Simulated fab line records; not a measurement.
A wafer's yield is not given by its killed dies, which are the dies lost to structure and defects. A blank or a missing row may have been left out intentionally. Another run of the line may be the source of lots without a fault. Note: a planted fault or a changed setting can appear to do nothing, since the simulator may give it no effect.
Which tool was responsible?    flow nand_harc    30 wafers from 10 lots sampled at 5 of the route's 1302 steps

WHAT THE GAUGES READ, wafer by wafer
NHARC_A_CHANNEL_HOLE_D2_INSPECT_40.
lot   measured      on                 raw_defect_count
L195  day 16 14:15  defect_inspect-02  635 615 646
L196  day 17 02:26  defect_inspect-02  540 674 604
L202  day 19 09:45  defect_inspect-02  201 149 191
L201  day 19 12:41  defect_inspect-02  204 213 305
L203  day 19 16:07  defect_inspect-02  383 472 238
L208  day 21 13:17  defect_inspect-01  290 228 256
L207  day 21 16:23  defect_inspect-01  171 184 227
L209  day 22 07:38  defect_inspect-02  211 324 362
L211  day 22 23:41  defect_inspect-01  214 198 224
L210  day 22 23:24  defect_inspect-01  290 341 390

TOOL THAT RAN EACH LOT (tool first, then ch and the chambers of the sampled wafers, then the start)
lot   NHARC_A_CHANNEL_HOLE_D2_ETCH_16                NHARC_A_CHANNEL_HOLE_D2_ETCH_19   NHARC_A_CHANNEL_HOLE_D2_ETCH_20   NHARC_A_CHANNEL_HOLE_D2_ETCH_44
L195  rie_diel-10 ch 1,2,3, day 16 08:33 or earlier  har_etch-01 ch 0,1, day 16 08:33  har_etch-01 ch 0,1, day 16 08:40  rie_diel-10 ch 0,1,2, day 16 13:15
L196  rie_diel-07 ch 1,3, day 16 20:44 or earlier    har_etch-01 ch 0,1, day 16 20:44  har_etch-01 ch 0,1, day 16 20:50  rie_diel-06 ch 1,3, day 17 01:26
L202  rie_diel-10 ch 0,2,3, day 19 04:04 or earlier  har_etch-02 ch 0,1, day 19 04:04  har_etch-02 ch 0,1, day 19 04:11  rie_diel-10 ch 1,3, day 19 08:46
L201  rie_diel-10 ch 1,2,3, day 19 05:56 or earlier  har_etch-01 ch 0,1, day 19 05:56  har_etch-01 ch 0,1, day 19 06:05  rie_diel-06 ch 2,3, day 19 11:36
L203  rie_diel-07 ch 1,2, day 19 10:24 or earlier    har_etch-01 ch 0,1, day 19 10:24  har_etch-01 ch 0,1, day 19 10:31  rie_diel-07 ch 1,2,3, day 19 15:09
L208  rie_diel-07 ch 1,3, day 21 06:35               har_etch-02 ch 0,1, day 21 07:35  har_etch-02 ch 0,1, day 21 07:42  rie_diel-10 ch 0,2,3, day 21 12:19
L207  rie_diel-10 ch 0,2,3, day 21 10:41 or earlier  har_etch-01 ch 0,1, day 21 10:41  har_etch-01 ch 0,1, day 21 10:48  rie_diel-10 ch 0,1,2, day 21 15:24
L209  rie_diel-06 ch 0,2,3, day 22 01:54 or earlier  har_etch-01 ch 0,1, day 22 01:54  har_etch-01 ch 0,1, day 22 02:01  rie_diel-10 ch 0,1,2, day 22 06:39
L211  rie_diel-06 ch 0,2,3, day 22 17:31 or earlier  har_etch-02 ch 0,1, day 22 17:31  har_etch-02 ch 0,1, day 22 17:38  rie_diel-10 ch 0,1,3, day 22 22:43
L210  rie_diel-07 ch 0,2, day 22 17:41 or earlier    har_etch-01 ch 0,1, day 22 17:41  har_etch-01 ch 0,1, day 22 17:47  rie_diel-07 ch 1,2, day 22 22:25
- NHARC_A_CHANNEL_HOLE_D2_ETCH_16: etches the open film in O2/COS, target depth 3100 nm, time 806 s.
- NHARC_A_CHANNEL_HOLE_D2_ETCH_19: etches the open film in C4F8/O2/Ar, time 34.5 s.
- NHARC_A_CHANNEL_HOLE_D2_ETCH_20: etches the open film in C4F8/O2/Ar, time 361.9 s, target depth 1600 nm.
- NHARC_A_CHANNEL_HOLE_D2_ETCH_44: etches the open film in CF4/O2, target depth 140 nm, overetch 14 nm, time 77 s.

THE ANSWER, worked out from the rows above alone
Rule: the usual values come from the lots themselves. Put in order of their means at a reading, lots are off if they are a third of the lots or fewer, leave a main group of 4 or more, and stand apart from it by a gap of 3 or more times the standard deviation of the main group's means; of several such gaps the widest counts. Not used: any main group whose means are identical at the precision the tables above print for the reading. A lot without any number at a reading at which 4 lots or more have one is off too. All remaining lots with rows at the step are treated as sound.
Off, at NHARC_A_CHANNEL_HOLE_D2_INSPECT_40 on raw_defect_count: L195, L196. The main group: mean 261, standard deviation 63.
A tool fits if, at a process step before that reading, it ran every lot that is off, and no sound lot after the first of them. Gauges at NHARC_A_CHANNEL_HOLE_D2_INSPECT_40: tried the same way as those tools. With no start given for some of its lots, NHARC_A_CHANNEL_HOLE_D2_ETCH_16 uses the hours and lot order of NHARC_A_CHANNEL_HOLE_D2_ETCH_19. Not one of the candidates tried fits.

WHAT THE SIMULATOR HAD INSERTED
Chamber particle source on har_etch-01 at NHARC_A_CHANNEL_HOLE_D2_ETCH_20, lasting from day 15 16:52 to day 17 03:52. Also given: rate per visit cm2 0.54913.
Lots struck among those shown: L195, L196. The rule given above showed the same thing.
